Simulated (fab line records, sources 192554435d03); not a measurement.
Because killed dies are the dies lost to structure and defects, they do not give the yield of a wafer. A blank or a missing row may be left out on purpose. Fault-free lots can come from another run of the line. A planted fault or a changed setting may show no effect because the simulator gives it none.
fab line records	flow n5_finfet
[record] lots = 11	wafers = 28	last_day = 18
route steps=1938 shown WELL_APT@55 BEOL_M4@1104 BEOL_M5@1115 PASSIVATION@1936
lots that met no fault: from a run of the same line without faults
start_h: the number of hours between the record's first day and the start of the first shown wafer of the lot	wait_h: how many hours have passed since the lot's step before this one	" as in the row above	L1.1+2: one row covering several wafers at once	- no value, or no start given	* or withheld: withheld	< > ~ a bound
route shown NAME@n: NAME is a module with steps in the file, n the number in the route of the first one	usual: mean/standard deviation taken from wafers without a fault	same: alike in all rows	chamber/n: place in a boat	sites: the reading at each site	_std_site: the values' standard deviation	_edge_site: outer sites' mean less inner sites'	radius_mm: for every site, how far away it sits from the centre of the wafer	mask NAME#n: copy n	behind: the last tool/chamber to shape the wafer	hold: what put the lot on hold/how long, in hours/how the hold closed	device: the n, p or np transistor that did not switch	end of line: the tests these same wafers got at the end of their route	a step without rows: its recipe alone	killed: dies that structure and defects cost at the first sort, which is not the same as the wafer's yield	map: per-die view of a wafer (x killed, . not killed, _ where there is no die)
set.NAME: the run value of the setting; set.NAME@STEP: its run value at that earlier step	model.NAME: the simulator's own value behind a step, which no gauge read
one table for each step of the route and one row for each wafer, over a sample of lots
services: when a tool's chamber went out of use (start_h, in hours from the record's first day, below 0 if earlier), for how many hours, and the reason
[[steps]]
[step N5_WELL_APT_EPI_41]
[recipe] material = Si	target_thk_a = 500	temp_c = 650	precursor = SiH4/H2	pressure_torr = 20	time_s = 297.7
[usual] throttle_valve_pct = 10.90/0.2
lot.wafer	tool	chamber	start_h	wait_h	throttle_valve_pct
L713.1	epi_rpcvd-02	0	34.61	0.0	10.74
L713.4	"	0	"	"	10.93
L713.5	"	0	"	"	10.81
L714.1	epi_rpcvd-02	0	40.39	0.0	10.79
L714.4	"	0	"	"	10.89
L714.6	"	0	"	"	10.69
L715.4	epi_rpcvd-02	0	46.21	0.3	10.52
L715.5	"	0	"	"	10.71
L716.5	epi_rpcvd-02	0	52.45	0.4	10.77
L716.6	"	0	"	"	10.92
L717.1	epi_rpcvd-04	0	57.92	0.0	11.30
L717.3	"	0	"	"	11.26
L718.1	epi_rpcvd-02	0	63.98	0.0	10.74
L718.2	"	0	"	"	10.70
L718.3	"	0	"	"	10.92
L721.1	epi_rpcvd-01	0	81.94	0.0	11.12
L721.4	"	0	"	"	10.76
L721.6	"	0	"	"	10.99
L723.3	epi_rpcvd-01	0	94.29	0.2	10.85
L723.5	"	0	"	"	10.99
L723.6	"	0	"	"	10.90
L726.4	epi_rpcvd-02	0	112.44	0.4	10.70
L726.6	"	0	"	"	10.77
L727.4	epi_rpcvd-02	0	119.01	0.3	10.83
L727.5	"	0	"	"	10.52
L733.2	epi_rpcvd-01	0	156.81	0.1	10.63
L733.4	"	0	"	"	11.19
L733.6	"	0	"	"	10.85
[step N5_BEOL_M4_THK_MEAS_53]
[recipe] thk_meas_gauge = xrf	reads = Cu_of_BEOL_M4_ECD_50
[usual] M4_THK = 40.0/1.7
lot.wafer	tool	chamber	start_h	wait_h	M4_THK[nm]
L713.1	film_metro-02	-	191.07	-	43.7
L713.4	"	-	"	"	40.1
L713.5	"	-	"	"	41.6
L714.1	film_metro-01	-	191.34	-	41.2
L714.4	"	-	"	"	40.1
L714.6	"	-	"	"	41.5
L715.4	film_metro-02	-	193.81	-	38.6
L715.5	"	-	"	"	38.0
L716.5	film_metro-01	-	213.12	-	39.7
L716.6	"	-	"	"	40.1
L717.1	film_metro-01	-	214.81	-	41.5
L717.3	"	-	"	"	41.2
L718.1	film_metro-02	-	216.35	-	39.3
L718.2	"	-	"	"	38.6
L718.3	"	-	"	"	41.5
L721.1	film_metro-02	-	220.77	-	38.5
L721.4	"	-	"	"	39.5
L721.6	"	-	"	"	39.2
L723.3	film_metro-01	-	266.11	-	38.2
L723.5	"	-	"	"	39.0
L723.6	"	-	"	"	39.0
L726.4	film_metro-01	-	270.38	-	38.5
L726.6	"	-	"	"	38.5
L727.4	film_metro-01	-	271.87	-	39.5
L727.5	"	-	"	"	37.5
L733.2	film_metro-01	-	327.39	-	39.7
L733.4	"	-	"	"	38.0
L733.6	"	-	"	"	38.7
[step N5_BEOL_M4_RC_MEAS_101]
[usual] CJ_N = 4.31/0.11	CJ_P = 5.79/0.18	DIBL_N = 35.1/1.5	DIBL_P = 35.2/2	IOFF_N = 0.146/0.028	IOFF_P = 0.20/0.036	ION_N = 670/12	ION_P = 462/8.2	RS_NWELL = 1038/5.6	RS_PWELL = 3016/20	SS_N = 71.2/0.63	SS_P = 73.1/0.7	VT_N = 250/3.6	VT_P = -251/3.3
lot.wafer	tool	chamber	start_h	wait_h	CJ_N	CJ_P	DIBL_N[mV/V]	DIBL_P[mV/V]	IOFF_N[nA/um]	IOFF_P[nA/um]	ION_N[uA/um]	ION_P[uA/um]	RS_NWELL[ohm/sq]	RS_PWELL[ohm/sq]	SS_N[mV/dec]	SS_P[mV/dec]	VT_N[mV]	VT_P[mV]
L713.1	prober-02	0	191.51	0.0	4.46	5.79	37.9	38.4	0.224	0.29	698	474	1046	3009	71.8	73.8	242	-245
L713.4	"	0	"	"	4.42	5.54	36.7	36.5	0.184	0.26	659	458	1035	3036	71.6	74.0	247	-246
L713.5	"	0	"	"	4.33	5.86	37.4	37.5	0.204	0.29	689	469	1038	3042	72.0	73.9	246	-245
L714.1	prober-01	0	191.73	0.1	4.25	5.83	33.9	32.1	0.117	0.17	671	464	1030	2999	70.1	72.3	253	-250
L714.4	"	0	"	"	4.27	5.78	36.1	34.9	0.152	0.20	688	466	1034	2989	70.9	73.4	248	-250
L714.6	"	0	"	"	4.17	5.36	36.2	35.1	0.156	0.21	692	476	1038	3019	71.3	73.6	249	-247
L715.4	prober-02	0	194.58	0.5	4.44	6.00	37.0	38.1	0.178	0.21	667	455	1033	3013	71.7	74.1	250	-252
L715.5	"	0	"	"	4.40	6.03	36.6	38.4	0.183	0.22	674	467	1044	3023	71.6	74.4	246	-251
L716.5	prober-02	0	214.04	0.6	4.31	5.61	33.5	34.3	0.117	0.17	660	457	1044	3028	71.1	72.3	255	-253
L716.6	"	0	"	"	4.26	6.10	37.4	39.3	0.196	0.26	680	465	1036	3034	72.9	73.2	248	-249
L717.1	prober-02	0	215.13	0.0	4.25	6.10	36.9	35.9	0.197	0.25	699	475	1037	3037	71.1	74.2	242	-245
L717.3	"	0	"	"	4.27	5.74	37.3	36.5	0.203	0.25	670	458	1034	3049	71.3	74.4	246	-247
L718.1	prober-01	0	216.66	0.0	4.21	5.67	34.3	37.1	0.143	0.21	665	463	1037	3008	70.8	73.3	253	-247
L718.2	"	0	"	"	4.22	5.65	34.2	36.8	0.154	0.21	681	470	1037	2977	71.8	73.1	250	-247
L718.3	"	0	"	"	4.12	5.74	34.9	37.4	0.160	0.21	680	468	1036	3016	71.5	74.0	248	-248
L721.1	prober-01	0	221.10	0.0	4.15	5.60	32.9	33.8	0.115	0.19	656	462	1030	3003	70.5	73.5	253	-253
L721.4	"	0	"	"	4.12	5.80	35.6	37.1	0.162	0.23	654	456	1037	3016	72.6	74.3	251	-248
L721.6	"	0	"	"	4.19	5.89	36.1	38.7	0.178	0.27	682	473	1040	3028	72.5	74.5	248	-245
L723.3	prober-01	0	266.73	0.3	4.23	5.58	34.1	33.7	0.121	0.22	665	469	1035	2991	71.1	72.8	249	-246
L723.5	"	0	"	"	4.29	6.08	35.3	34.8	0.141	0.23	673	471	1038	3000	72.1	73.8	249	-246
L723.6	"	0	"	"	4.21	5.88	36.3	36.0	0.159	0.24	676	470	1033	3013	71.7	73.4	249	-247
L726.4	prober-01	0	271.15	0.5	2.74	4.31	33.6	32.8	0.115	0.15	658	457	1022	2828	71.2	72.9	255	-254
L726.6	"	0	"	"	2.71	4.32	35.3	34.5	0.148	0.18	656	449	1015	2805	72.1	73.1	250	-255
L727.4	prober-02	0	272.67	0.5	2.76	4.32	34.3	32.2	0.130	0.16	659	457	1021	2846	71.5	72.3	255	-254
L727.5	"	0	"	"	4.33	5.91	35.2	34.5	0.137	0.18	678	465	1023	2987	71.2	72.5	252	-250
L733.2	prober-01	0	327.86	0.2	4.47	5.84	34.9	36.4	0.155	0.21	684	468	1034	2995	71.1	73.1	248	-249
L733.4	"	0	"	"	4.35	5.61	36.2	37.9	0.173	0.23	678	465	1035	2995	71.8	74.0	246	-250
L733.6	"	0	"	"	4.39	5.70	35.0	36.3	0.146	0.20	675	472	1036	2984	71.4	73.0	248	-250
[step N5_BEOL_M5_PECVD_70]
[recipe] material = SiO2	target_thk_a = 160	temp_c = 400	precursor = TEOS/O2	pressure_torr = 5.5	rf_w = 450	teos_flow_sccm = 53.8	gas = O2	flow_sccm = 3000	time_s = 18
[usual] heater_power_w = 757/100	showerhead_plenum_p_Torr = 8.78/0.064	throttle_valve_pct = 22.2/1.7
lot.wafer	tool	chamber	start_h	wait_h	heater_power_w	showerhead_plenum_p_Torr	since_wet_clean_h	throttle_valve_pct
L713.1	pecvd-03	2	193.08	0.0	748	8.81	143	21.3
L713.4	"	0	"	"	663	8.74	-	22.2
L713.5	"	1	"	"	752	8.72	-	21.0
L714.1	pecvd-01	2	193.30	0.0	835	8.74	324	21.0
L714.4	"	1	"	"	689	8.86	-	25.6
L714.6	"	2	"	"	871	8.73	-	20.5
L715.4	pecvd-03	0	195.71	0.1	664	8.74	-	22.1
L715.5	"	1	"	"	787	8.73	-	21.3
L716.5	pecvd-03	0	215.02	0.1	544	8.70	-	21.8
L716.6	"	1	"	"	787	8.71	-	21.3
L717.1	pecvd-03	1	216.72	0.0	820	8.70	1646	21.3
L717.3	"	2	"	"	783	8.81	167	21.1
L718.1	pecvd-03	2	219.47	0.0	864	8.82	169	21.7
L718.2	"	0	"	"	669	8.73	923	22.1
L718.3	"	1	"	"	714	8.71	1648	21.1
L721.1	pecvd-04	1	222.67	0.0	853	8.85	1470	25.5
L721.4	"	1	"	"	826	8.84	-	25.6
L721.6	"	1	"	"	843	8.84	-	25.5
L723.3	pecvd-03	2	268.00	0.0	736	8.82	218	21.4
L723.5	"	1	"	"	792	8.68	-	21.2
L723.6	"	0	"	"	651	8.74	-	22.3
L726.4	pecvd-04	2	272.29	0.1	559	8.67	-	21.2
L726.6	"	1	"	"	821	8.85	-	25.5
L727.4	pecvd-01	0	273.80	0.1	998	8.78	-	21.1
L727.5	"	1	"	"	675	8.86	-	25.5
L733.2	pecvd-01	1	329.30	0.0	763	8.87	1939	25.5
L733.4	"	1	"	"	789	8.87	-	25.6
L733.6	"	2	"	"	722	8.71	-	21.1
[step N5_BEOL_M5_HM_DEP_02]
[recipe] material = TiN	target_thk_a = 200	temp_c = 25	chamber_pressure_pa = 0.49996
[usual] throttle_valve_pct = 30.1/0.97
lot.wafer	tool	chamber	start_h	wait_h	throttle_valve_pct
L713.1	pvd_sputter-03	-	193.72	0.6	29.7
L713.4	"	-	"	"	31.5
L713.5	"	-	"	"	30.1
L714.1	pvd_sputter-03	-	193.90	0.6	30.1
L714.4	"	-	"	"	29.5
L714.6	"	-	"	"	31.4
L715.4	pvd_sputter-01	-	196.72	1.0	31.6
L715.5	"	-	"	"	28.7
L716.5	pvd_sputter-03	-	215.53	0.5	29.7
L716.6	"	-	"	"	31.4
L717.1	pvd_sputter-03	-	217.32	0.6	31.6
L717.3	"	-	"	"	29.8
L718.1	pvd_sputter-01	-	220.64	1.2	30.2
L718.2	"	-	"	"	31.8
L718.3	"	-	"	"	29.0
L721.1	pvd_sputter-03	-	223.17	0.5	29.7
L721.4	"	-	"	"	30.0
L721.6	"	-	"	"	29.6
L723.3	pvd_sputter-01	-	270.26	2.2	28.8
L723.5	"	-	"	"	31.9
L723.6	"	-	"	"	29.0
L726.4	pvd_sputter-02	-	274.06	1.8	28.7
L726.6	"	-	"	"	29.9
L727.4	pvd_sputter-02	-	274.76	0.9	29.6
L727.5	"	-	"	"	28.7
L733.2	pvd_sputter-01	-	330.79	1.5	30.1
L733.4	"	-	"	"	31.8
L733.6	"	-	"	"	28.6
[step N5_PASSIVATION_PROBE_49]
[usual] defect_limited_yield = 91.4/1.4	killed_at_M0_to_M3 = 32/10	killed_at_M4_up = 13/5.6	killed_at_contacts = 13/6.6	killed_at_front_end = 39/13	killed_at_other = 3.4/2.8	killed_dies = 101/17	killed_open = 66/13	killed_short = 33/7	sort_bin_5_function = 5.0/0.93	sort_bin_6_memory = 3.2/0.65	sort_n_pass = 1078/17	sort_yield_pct = 91.4/1.4
[same] gross_dies = 1180	killed_at_back_side = 0	sort_bin_4_leakage[%] = 0	sort_bin_8_speed[%] = 0
lot.wafer	tool	chamber	start_h	wait_h	defect_limited_yield[%]	killed_at_M0_to_M3	killed_at_M4_up	killed_at_contacts	killed_at_front_end	killed_at_other	killed_dies	killed_open	killed_short	sort_bin_5_function[%]	sort_bin_6_memory[%]	sort_n_pass	sort_yield_pct[%]
L713.1	prober-02	-	292.74	0.0	90.3	39	10	7	51	8	115	70	39	5.7	3.2	1065	90.3
L713.4	prober-02	-	292.89	0.2	90.8	45	9	16	22	16	108	70	38	5.5	3.0	1072	90.8
L713.5	prober-02	-	292.94	0.2	89.4	44	12	19	46	4	125	71	47	6.0	3.4	1055	89.4
L715.4	prober-01	-	305.95	0.2	91.1	19	13	24	38	11	105	66	38	5.3	3.4	1075	91.1
L715.5	prober-01	-	306.00	0.2	91.7	18	14	15	49	2	98	61	28	5.3	2.3	1082	91.7
L714.1	prober-02	-	306.64	0.0	90.6	35	7	12	53	4	111	70	38	5.7	3.6	1069	90.6
L714.4	prober-02	-	306.79	0.2	89.2	36	15	13	60	3	127	92	31	6.3	3.9	1053	89.2
L714.6	prober-02	-	306.89	0.3	89.8	33	14	14	56	3	120	79	39	6.4	3.3	1060	89.8
L718.1	prober-02	-	323.01	0.0	91.4	24	11	14	51	2	102	73	22	4.2	3.7	1078	91.4
L718.2	prober-02	-	323.06	0.1	90.0	37	9	16	55	1	118	68	48	5.7	3.7	1062	90.0
L718.3	prober-02	-	323.11	0.1	91.1	31	13	21	38	2	105	69	35	5.6	2.8	1075	91.1
L716.5	prober-02	-	325.19	0.2	90.6	29	11	11	60	0	111	82	28	5.8	3.5	1069	90.6
L716.6	prober-02	-	325.24	0.3	91.4	26	10	9	55	2	102	68	31	4.6	3.9	1078	91.4
L721.1	prober-02	-	332.17	0.0	92.8	16	13	10	44	2	85	56	29	3.6	3.6	1095	92.8
L721.4	prober-02	-	332.32	0.2	90.8	24	10	31	37	6	108	81	27	5.2	3.9	1072	90.8
L721.6	prober-02	-	332.42	0.3	91.6	27	14	26	29	3	99	65	34	4.9	3.0	1081	91.6
L717.1	prober-01	-	334.95	0.0	90.0	48	10	10	47	3	118	80	36	5.9	3.8	1062	90.0
L717.3	prober-01	-	335.05	0.1	88.8	45	20	5	57	5	132	91	37	6.2	4.2	1048	88.8
L723.3	prober-02	-	360.60	0.1	92.0	20	26	8	37	3	94	45	45	4.4	3.1	1086	92.0
L723.5	prober-02	-	360.70	0.2	91.7	26	12	12	47	1	98	67	29	4.9	2.7	1082	91.7
L723.6	prober-02	-	360.75	0.3	90.7	48	11	13	36	2	110	73	37	5.6	3.5	1070	90.7
L726.4	prober-02	-	378.23	0.2	92.2	28	11	11	34	8	92	50	41	4.3	3.3	1088	92.2
L726.6	prober-02	-	378.33	0.3	91.1	53	11	7	32	2	105	59	43	5.3	3.2	1075	91.1
L727.4	prober-02	-	383.24	0.2	91.6	43	12	11	28	5	99	56	38	5.1	2.5	1081	91.6
L733.2	prober-01	-	432.40	0.1	92.4	30	17	18	22	3	90	56	33	4.3	3.1	1090	92.4
L733.4	prober-01	-	432.50	0.2	92.4	18	20	19	28	5	90	55	28	4.7	2.3	1090	92.4
L733.6	prober-01	-	432.60	0.3	91.9	25	11	15	31	13	95	69	25	4.7	3.1	1085	91.9
// killed by level:class
L713.1 STI_FIN_REVEAL:geometric_particle:open=11 BEOL_M0_SAQP:geometric_particle:short=11 FIN_SAQP:geometric_particle:short=10 BEOL_M0_SAQP:geometric_particle:open=9 FIN_SAQP:geometric_particle:open=7 MOL_CONTACT_COAG:geometric_particle:open=6 BEOL_M2:geometric_particle:open=6 HKMG_FIN:area_etch=6
L713.4 BEOL_M2:geometric_particle:open=18 STI_FIN_REVEAL:geometric_particle:open=10 MOL_CONTACT_COAG:geometric_particle:open=10 BEOL_M3:geometric_particle:open=9 BEOL_M0_SAQP:geometric_particle:short=7 MOL_CONTACT_COAG:geometric_particle:short=6 BEOL_M0_SAQP:geometric_particle:open=6 FIN_SAQP:geometric_particle:short=4
L713.5 MOL_CONTACT_COAG:geometric_particle:open=15 BEOL_M2:geometric_particle:open=10 BEOL_M0_SAQP:geometric_particle:short=8 FIN_SAQP:geometric_particle:open=7 BEOL_M3:geometric_particle:short=7 HKMG_FIN:area_etch=7 BEOL_M4:geometric_particle:open=6 STI_FIN_REVEAL:geometric_particle:open=5
L715.4 MOL_CONTACT_COAG:geometric_particle:open=20 FIN_SAQP:geometric_particle:short=12 FIN_SAQP:geometric_particle:open=8 BEOL_M5:geometric_particle:open=7 DUMMY_GATE:geometric_particle:open=6 BEOL_M0_SAQP:geometric_particle:short=6 MOL_CONTACT_COAG:geometric_particle:short=4 BEOL_M2:geometric_particle:open=4
L715.5 MOL_CONTACT_COAG:geometric_particle:open=11 FIN_SAQP:geometric_particle:open=9 GATE_CUT:geometric_particle:short=9 BEOL_M2:geometric_particle:open=7 DUMMY_GATE:geometric_particle:open=6 GATE_CUT:geometric_particle:open=6 HKMG_FIN:area_etch=6 BEOL_M5:geometric_particle:open=4
L714.1 STI_FIN_REVEAL:geometric_particle:open=13 MOL_CONTACT_COAG:geometric_particle:open=10 BEOL_M0_SAQP:geometric_particle:short=10 BEOL_M0_SAQP:geometric_particle:open=9 FIN_SAQP:geometric_particle:open=8 FIN_SAQP:geometric_particle:short=7 GATE_CUT:geometric_particle:short=7 BEOL_M2:geometric_particle:open=7
L714.4 STI_FIN_REVEAL:geometric_particle:open=16 FIN_SAQP:geometric_particle:open=14 MOL_CONTACT_COAG:geometric_particle:open=11 BEOL_M1:geometric_particle:open=7 BEOL_M4:geometric_particle:open=7 BEOL_M0_SAQP:geometric_particle:open=6 BEOL_M3:geometric_particle:open=6 FIN_SAQP:geometric_particle:short=5
L714.6 STI_FIN_REVEAL:geometric_particle:open=13 FIN_SAQP:geometric_particle:short=12 MOL_CONTACT_COAG:geometric_particle:open=10 FIN_SAQP:geometric_particle:open=9 BEOL_M3:geometric_particle:open=8 BEOL_M0_SAQP:geometric_particle:open=7 GATE_CUT:geometric_particle:open=6 BEOL_M0_SAQP:geometric_particle:short=5
L718.1 STI_FIN_REVEAL:geometric_particle:open=14 MOL_CONTACT_COAG:geometric_particle:open=13 FIN_SAQP:geometric_particle:short=9 FIN_SAQP:geometric_particle:open=8 BEOL_M1:geometric_particle:open=7 HKMG_FIN:area_etch=6 BEOL_M2:geometric_particle:open=5 BEOL_M0_SAQP:geometric_particle:open=4
L718.2 FIN_SAQP:geometric_particle:short=20 BEOL_M3:geometric_particle:open=12 MOL_CONTACT_COAG:geometric_particle:open=10 BEOL_M2:geometric_particle:open=8 GATE_CUT:geometric_particle:short=6 MOL_CONTACT_COAG:geometric_particle:short=6 FIN_SAQP:geometric_particle:open=5 STI_FIN_REVEAL:geometric_particle:open=5
L718.3 MOL_CONTACT_COAG:geometric_particle:open=17 FIN_SAQP:geometric_particle:open=13 BEOL_M0_SAQP:geometric_particle:short=7 FIN_SAQP:geometric_particle:short=6 BEOL_M1:geometric_particle:open=6 BEOL_M0_SAQP:geometric_particle:open=5 STI_FIN_REVEAL:geometric_particle:open=4 MOL_CONTACT_COAG:geometric_particle:short=4
L716.5 FIN_SAQP:geometric_particle:open=19 BEOL_M2:geometric_particle:open=14 MOL_CONTACT_COAG:geometric_particle:open=8 BEOL_M1:geometric_particle:open=8 FIN_SAQP:geometric_particle:short=6 STI_FIN_REVEAL:geometric_particle:open=6 DUMMY_GATE:geometric_particle:open=5 BEOL_M4:geometric_particle:open=5
L716.6 STI_FIN_REVEAL:geometric_particle:open=17 MOL_CONTACT_COAG:geometric_particle:open=9 ILD0:geometric_particle:open=6 BEOL_M1:geometric_particle:open=6 FIN_SAQP:geometric_particle:short=5 GATE_CUT:geometric_particle:short=5 BEOL_M2:geometric_particle:open=5 FIN_SAQP:geometric_particle:open=4
L721.1 FIN_SAQP:geometric_particle:open=13 FIN_SAQP:geometric_particle:short=10 MOL_CONTACT_COAG:geometric_particle:open=9 STI_FIN_REVEAL:geometric_particle:open=5 DUMMY_GATE:geometric_particle:open=4 BEOL_M4:geometric_particle:open=4 BEOL_M2:geometric_particle:open=3 BEOL_M7:geometric_particle:open=3
L721.4 MOL_CONTACT_COAG:geometric_particle:open=25 FIN_SAQP:geometric_particle:short=10 FIN_SAQP:geometric_particle:open=7 BEOL_M1:geometric_particle:open=7 MOL_CONTACT_COAG:geometric_particle:short=6 STARTING-WAFER:geometric_particle:open=6 BEOL_M2:geometric_particle:open=6 BEOL_M4:geometric_particle:open=6
L721.6 MOL_CONTACT_COAG:geometric_particle:open=22 FIN_SAQP:geometric_particle:short=8 BEOL_M0:geometric_particle:open=7 BEOL_M4:geometric_particle:open=7 GATE_CUT:geometric_particle:short=6 BEOL_M1:geometric_particle:open=5 FIN_SAQP:geometric_particle:open=4 MOL_CONTACT_COAG:geometric_particle:short=4
L717.1 BEOL_M2:geometric_particle:open=13 MOL_CONTACT_COAG:geometric_particle:open=10 FIN_SAQP:geometric_particle:open=9 FIN_SAQP:geometric_particle:short=8 BEOL_M0_SAQP:geometric_particle:open=8 BEOL_M3:geometric_particle:open=7 DUMMY_GATE:geometric_particle:open=6 BEOL_M0_SAQP:geometric_particle:short=6
L717.3 BEOL_M2:geometric_particle:open=17 BEOL_M3:geometric_particle:open=11 BEOL_M4:geometric_particle:open=11 FIN_SAQP:geometric_particle:open=10 GATE_CUT:geometric_particle:short=9 FIN_SAQP:geometric_particle:short=6 DUMMY_GATE:geometric_particle:open=6 GATE_CUT:geometric_particle:open=6
L723.3 BEOL_M4:geometric_particle:short=9 FIN_SAQP:geometric_particle:short=8 BEOL_M0_SAQP:geometric_particle:short=8 STI_FIN_REVEAL:geometric_particle:open=6 MOL_CONTACT_COAG:geometric_particle:open=6 FIN_SAQP:geometric_particle:open=5 BEOL_M4:geometric_particle:open=5 GATE_CUT:geometric_particle:open=4
L723.5 MOL_CONTACT_COAG:geometric_particle:open=10 FIN_SAQP:geometric_particle:open=9 STI_FIN_REVEAL:geometric_particle:open=8 BEOL_M2:geometric_particle:open=7 BEOL_M4:geometric_particle:open=6 BEOL_M3:geometric_particle:open=6 DUMMY_GATE:geometric_particle:open=5 ILD0:geometric_particle:open=5
L723.6 BEOL_M0_SAQP:geometric_particle:open=10 MOL_CONTACT_COAG:geometric_particle:open=10 BEOL_M2:geometric_particle:open=10 BEOL_M3:geometric_particle:open=10 FIN_SAQP:geometric_particle:open=9 BEOL_M0_SAQP:geometric_particle:short=6 BEOL_M0:geometric_particle:short=5 GATE_CUT:geometric_particle:short=5
L726.4 GATE_CUT:geometric_particle:short=9 MOL_CONTACT_COAG:geometric_particle:open=9 BEOL_M0_SAQP:geometric_particle:short=8 GATE_CUT:geometric_particle:open=7 BEOL_M2:geometric_particle:open=6 PASS1_CAP:geometric_particle:short=5 STI_FIN_REVEAL:geometric_particle:open=3 DUMMY_GATE:geometric_particle:open=3
L726.6 BEOL_M1:geometric_particle:short=9 FIN_SAQP:geometric_particle:open=8 BEOL_M0_SAQP:geometric_particle:short=8 BEOL_M1:geometric_particle:open=8 BEOL_M2:geometric_particle:open=7 FIN_SAQP:geometric_particle:short=6 BEOL_M3:geometric_particle:open=6 DUMMY_GATE:geometric_particle:open=5
L727.4 BEOL_M0_SAQP:geometric_particle:open=9 BEOL_M0_SAQP:geometric_particle:short=8 BEOL_M3:geometric_particle:open=7 FIN_SAQP:geometric_particle:open=6 MOL_CONTACT_COAG:geometric_particle:open=6 BEOL_M1:geometric_particle:open=6 MOL_CONTACT_COAG:geometric_particle:short=5 BEOL_M1:geometric_particle:short=5
L733.2 MOL_CONTACT_COAG:geometric_particle:open=10 MOL_CONTACT_COAG:geometric_particle:short=8 BEOL_M0_SAQP:geometric_particle:open=8 BEOL_M4:geometric_particle:open=7 FIN_SAQP:geometric_particle:short=6 GATE_CUT:geometric_particle:short=5 BEOL_M3:geometric_particle:open=5 BEOL_M1:geometric_particle:open=4
L733.4 MOL_CONTACT_COAG:geometric_particle:open=14 BEOL_M4:geometric_particle:open=7 HKMG_FIN:area_etch=6 MOL_CONTACT_COAG:geometric_particle:short=5 BEOL_M0_SAQP:geometric_particle:short=5 BEOL_M2:geometric_particle:open=5 FIN_SAQP:geometric_particle:short=4 FIN_SAQP:geometric_particle:open=4
L733.6 MIM_TOP:geometric_particle:open=8 MOL_CONTACT_COAG:geometric_particle:open=8 MOL_CONTACT_COAG:geometric_particle:short=7 FIN_SAQP:geometric_particle:open=6 DUMMY_GATE:geometric_particle:open=6 BEOL_M2:geometric_particle:open=6 STI_FIN_REVEAL:geometric_particle:open=5 BEOL_M0_SAQP:geometric_particle:open=4
[[services]]
tool	chamber	start_h	hours	kind
pecvd-04	-	20.56	0.4	repair
pecvd-03	2	21.12	-	clean
epi_rpcvd-01	-	28.07	14.6	pm
pecvd-01	-	36.64	5.5	pm
pvd_sputter-01	-	40.14	4.8	repair
epi_rpcvd-01	-	42.67	6.0	pm
pvd_sputter-02	-	49.84	4.5	repair
epi_rpcvd-04	-	58.52	14.6	pm
epi_rpcvd-01	-	75.20	0.5	pm
pecvd-03	1	78.58	19.1	repair
pecvd-04	-	112.98	0.2	repair
pecvd-03	-	124.32	1.0	repair
pecvd-04	2	140.23	3.6	repair
pvd_sputter-02	-	150.44	9.3	repair
pecvd-04	-	232.58	2.6	repair
epi_rpcvd-04	-	246.02	0.4	repair
epi_rpcvd-04	-	251.00	1.8	repair
epi_rpcvd-04	-	253.87	0.5	pm
epi_rpcvd-01	-	277.24	1.5	repair
epi_rpcvd-04	-	280.54	6.0	pm
epi_rpcvd-01	-	286.34	1.1	repair
pecvd-03	0	302.43	5.6	repair
pecvd-03	-	312.15	6.0	pm
pecvd-03	-	322.53	0.9	repair
[[key]]
[first_sign] step = N5_BEOL_M4_RC_MEAS_101	reading = CJ_N	direction = down	sigmas = 15	usual = 4.31	struck = 2.74
[effect] step = N5_BEOL_M4_RC_MEAS_101	reading = RS_PWELL	direction = down	sigmas = 9.6	usual = 3016	struck = 2826
[effect] step = N5_BEOL_M4_RC_MEAS_101	reading = CJ_P	direction = down	sigmas = 8.2	usual = 5.79	struck = 4.32
[effect] step = N5_BEOL_M4_RC_MEAS_101	reading = RS_NWELL	direction = down	sigmas = 3.3	usual = 1038	struck = 1019
met_at N5_WELL_APT_EPI_41
struck_lots L726,L727
struck_wafers L726.4,L726.6,L727.4
not_acting_at N5_BEOL_M4_THK_MEAS_53,N5_BEOL_M5_PECVD_70,N5_BEOL_M5_HM_DEP_02
onset_between 63.98 112.44
[fault] kind = process_parameter_drift	tool = epi_rpcvd-02	chamber = -	onset_h = 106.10	steps = N5_WELL_APT_EPI_41	channel = target_thk_a	offset = *	shape = step	end_h = 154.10	scope = struck_wafers_only	acts_in = *	stated = *
